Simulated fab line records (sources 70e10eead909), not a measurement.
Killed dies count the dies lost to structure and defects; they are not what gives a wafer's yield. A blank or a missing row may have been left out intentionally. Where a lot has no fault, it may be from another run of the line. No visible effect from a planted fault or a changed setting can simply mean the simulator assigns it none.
Which of the tools did it? | flow nand-harc | 13 lots with 39 wafers sampled at 6 steps, on a route of 1302 steps

## WHAT THE GAUGES SHOWED, per wafer
NHARC_P_START_INSPECT_01. Usual: 3.3 for raw-defect-count, sd 1.8.
lot  | measured     | on                | raw-defect-count | flag
L208 | day 1 20:02  | defect-inspect-01 | 4 6 3            |
L209 | day 2 06:02  | defect-inspect-01 | 4 4 1            |
L211 | day 3 02:02  | defect-inspect-02 | 5 1 1            |
L212 | day 3 12:02  | defect-inspect-01 | 4 4 6            |
L213 | day 3 22:02  | defect-inspect-01 | 2 2 2            |
L214 | day 4 08:03  | defect-inspect-01 | 4 3 3            |
L216 | day 5 04:02  | defect-inspect-01 | 1 1 3            |
L217 | day 5 14:02  | defect-inspect-01 | 3 5 0            |
L220 | day 6 20:02  | defect-inspect-01 | 5 4 4            |
L226 | day 9 08:02  | defect-inspect-02 | 4 3 5            |
L228 | day 10 04:02 | defect-inspect-02 | 1 0 3            |
L229 | day 10 14:02 | defect-inspect-02 | 2 5 5            |
L231 | day 11 10:03 | defect-inspect-01 | 6 4 3            |

NHARC_P_ZERO_WELL_CD_MEAS_24: target cd 720 nm. Usual: 720.3 nm for cd-nm, sd 1.7.
lot  | measured     | on        | cd-nm (nm)        | flag
L208 | day 1 22:34  | cd-sem-02 | 721.4 720.5 720.0 |
L209 | day 2 09:38  | cd-sem-03 | 723.3 720.5 721.5 |
L211 | day 3 04:23  | cd-sem-03 | 723.2 721.6 721.4 |
L212 | day 3 14:43  | cd-sem-03 | 719.1 717.8 718.6 |
L213 | day 4 00:35  | cd-sem-01 | 723.5 724.3 723.1 |
L214 | day 4 10:29  | cd-sem-02 | 716.9 719.6 719.5 |
L216 | day 5 06:46  | cd-sem-02 | 667.8 669.1 669.9 | OFF
L217 | day 5 16:28  | cd-sem-02 | 720.3 721.3 722.6 |
L220 | day 6 22:56  | cd-sem-03 | 719.3 720.0 719.9 |
L226 | day 9 10:37  | cd-sem-01 | 719.7 718.3 718.9 |
L228 | day 10 06:28 | cd-sem-02 | 720.4 718.6 720.6 |
L229 | day 10 16:37 | cd-sem-03 | 719.6 721.0 718.5 |
L231 | day 11 12:35 | cd-sem-03 | 720.9 716.7 721.8 |

NHARC_P_STI_CD_MEAS_09: target cd 200 nm. Usual: 200.2 nm for cd-nm, sd 2.3.
lot  | measured     | on        | cd-nm (nm)        | flag
L208 | day 2 22:10  | cd-sem-03 | 199.3 199.6 197.4 |
L209 | day 3 12:54  | cd-sem-02 | 204.0 200.4 203.2 |
L211 | day 3 23:44  | cd-sem-02 | 200.1 199.6 195.9 |
L212 | day 4 10:10  | cd-sem-02 | 207.5 204.4 205.4 |
L213 | day 4 20:39  | cd-sem-01 | 200.7 202.5 197.9 |
L214 | day 5 06:03  | cd-sem-02 | 202.5 202.7 201.7 |
L216 | day 6 03:50  | cd-sem-03 | 199.7 200.4 198.5 |
L217 | day 6 15:42  | cd-sem-02 | 201.8 197.0 196.8 |
L220 | day 7 19:05  | cd-sem-03 | 198.8 200.4 200.2 |
L226 | day 10 10:51 | cd-sem-02 | 202.9 199.4 199.9 |
L228 | day 11 02:59 | cd-sem-02 | 197.5 196.9 199.1 |
L229 | day 11 12:12 | cd-sem-01 | 197.8 199.8 197.2 |
L231 | day 12 09:22 | cd-sem-03 | 197.9 201.4 200.5 |

NHARC_P_STI_CD_MEAS_16. Usual: 199.4 nm for cd-nm, sd 2.6.
lot  | measured     | on        | cd-nm (nm)        | flag
L208 | day 2 22:52  | cd-sem-03 | 198.0 198.8 198.1 |
L209 | day 3 13:35  | cd-sem-01 | 204.7 198.9 202.6 |
L211 | day 4 00:26  | cd-sem-03 | 199.3 199.5 195.5 |
L212 | day 4 10:52  | cd-sem-01 | 208.6 204.7 204.2 |
L213 | day 4 21:20  | cd-sem-02 | 200.3 200.9 197.3 |
L214 | day 5 06:44  | cd-sem-03 | 201.9 199.7 199.3 |
L216 | day 6 04:32  | cd-sem-02 | 197.8 198.9 196.2 |
L217 | day 6 16:23  | cd-sem-01 | 201.6 197.1 195.5 |
L220 | day 7 19:47  | cd-sem-01 | 198.1 200.2 199.4 |
L226 | day 10 11:33 | cd-sem-01 | 200.2 198.6 197.3 |
L228 | day 11 03:41 | cd-sem-01 | 198.3 196.3 197.1 |
L229 | day 11 12:54 | cd-sem-03 | 198.3 199.3 197.4 |
L231 | day 12 10:06 | cd-sem-03 | 197.8 200.0 201.0 |

NHARC_END_SORT_01. Usual: killed-at-array 55, standard deviation 19; killed-at-other 0.8, standard deviation 1.1; killed-at-periphery 4.0, standard deviation 2.6; killed-dies 60, standard deviation 20; killed-open 3.4, standard deviation 1.7; killed-short 2.6, standard deviation 1.5.
lot  | measured     | on        | killed-at-array | killed-at-other | killed-at-periphery | killed-dies | killed-open | killed-short | flag
L216 | day 28 05:41 | prober-01 | 32              | 1               | 5                   | 38          | 3           | 1            |

## EACH LOT AND THE TOOL THAT RAN IT (in order: tool; ch and the chambers of the sampled wafers; start)
lot  | NHARC_P_ZERO_WELL_EXPOSE_21
L208 | krf-scanner-04 ch 0, day 1 22:25
L209 | krf-scanner-01 ch 0, day 2 09:29
L211 | krf-scanner-04 ch 0, day 3 04:14
L212 | krf-scanner-02 ch 0, day 3 14:34
L213 | krf-scanner-04 ch 0, day 4 00:26
L214 | krf-scanner-02 ch 0, day 4 10:19
L216 | krf-scanner-04 ch 0, day 5 06:36
L217 | krf-scanner-04 ch 0, day 5 16:19
L220 | krf-scanner-04 ch 0, day 6 22:47
L226 | krf-scanner-01 ch 0, day 9 10:27
L228 | krf-scanner-02 ch 0, day 10 06:19
L229 | krf-scanner-04 ch 0, day 10 16:28
L231 | krf-scanner-04 ch 0, day 11 12:26
- NHARC_P_ZERO_WELL_EXPOSE_21: exposes mask P NWELL, target cd 720 nm.

## AS READ BY THE TOOLS THEMSELVES (means over the sampled wafers that have a number; for cases with no such wafer, the mark the record gives instead)
The record holds no such reading with a usual standard deviation.

## THE ANSWER, worked out from the rows above alone
Rule: lot off if the mean of its wafers having a number is beyond 3 standard deviations from the usual mean. Also off: a lot with no number at a reading for which 4 or more lots have one. Where the step has rows for the other lots, those lots are counted as sound. The gauges are gone through in route order, then the tools' own readings, and for those a lot's mean is taken as printed above. At the first step where some lot is off, the reading lying furthest off is the one used; lots without a number count as furthest.
Off, at NHARC_P_ZERO_WELL_CD_MEAS_24 on cd-nm: L216.
A tool fits if, at a process step before that reading, it ran every lot that is off, and no sound lot after the first of them. The gauges at NHARC_P_ZERO_WELL_CD_MEAS_24 are tried like those tools. No candidate that was tried fits.

## WHAT HAD BEEN PUT IN BY THE SIMULATOR
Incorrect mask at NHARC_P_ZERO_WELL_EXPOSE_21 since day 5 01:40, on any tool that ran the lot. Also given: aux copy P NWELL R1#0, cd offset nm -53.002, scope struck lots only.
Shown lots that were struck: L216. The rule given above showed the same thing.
